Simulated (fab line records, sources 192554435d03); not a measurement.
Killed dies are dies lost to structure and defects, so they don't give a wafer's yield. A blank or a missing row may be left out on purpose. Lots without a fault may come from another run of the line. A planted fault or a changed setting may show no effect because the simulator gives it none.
Chamber matching | flow n5_finfet | N5_BEOL_M5_CURE_79 on uv_cure-01: 3 sister chambers
The step cures SiCOH lowk, time 240 s. 6 wafers are shown with their chamber, then 9 later ones without.

WAFERS WITH THEIR CHAMBER
wafer  | chamber | wafer_temp_C_max | lamp_power_pct (%)
L076.2 | 1       | 387.2            | 52.28
L076.4 | 1       | 387.3            | 52.37
L077.5 | 2       | 386.7            | 52.35
L077.6 | 2       | 386.5            | 52.39
L081.5 | 0       | 389.1            | 52.30
L081.6 | 0       | 387.6            | 52.36

WAFERS WITHOUT THEIR CHAMBER
wafer  | wafer_temp_C_max | lamp_power_pct (%)
L089.4 | 386.7            | 52.28
L089.5 | 386.0            | 52.29
L089.6 | 386.5            | 52.27
L091.1 | 387.1            | 52.26
L091.3 | 386.9            | 52.38
L091.6 | 386.5            | 52.33
L096.3 | 386.9            | 52.34
L096.4 | 386.6            | 52.34
L096.6 | 386.5            | 52.34

WHICH CHAMBER EACH WENT THROUGH
wafer  | from the rows above          | in truth
L089.4 | can't be placed: 1 or 2 or 0 | 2
L089.5 | can't be placed: 2 or 1 or 0 | 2
L089.6 | can't be placed: 1 or 2 or 0 | 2
L091.1 | can't be placed: 1 or 2 or 0 | 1
L091.3 | can't be placed: 2 or 1      | 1
L091.6 | can't be placed: 2 or 1      | 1
L096.3 | can't be placed: 1 or 2 or 0 | 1
L096.4 | can't be placed: 2 or 1      | 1
L096.6 | can't be placed: 2 or 1      | 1
Placed correctly: 0 of 9. Can't be placed from these rows: 9 (the true chamber is among the candidates in 9). Placed wrongly: 0.
How it was worked out, from the rows above alone: a wafer's distance from a chamber is the root of the sum, over the readings, of the square of ((its reading less the chamber's mean) divided by the reading's scatter). The wafer belongs to the nearest chamber; if the next one is less than 2 further off, it can't be placed. A chamber's mean is the mean of its shown wafers. The scatter: the root of (the sum of the squares of (reading less its chamber's mean) over the shown wafers, divided by (wafers less chambers)).
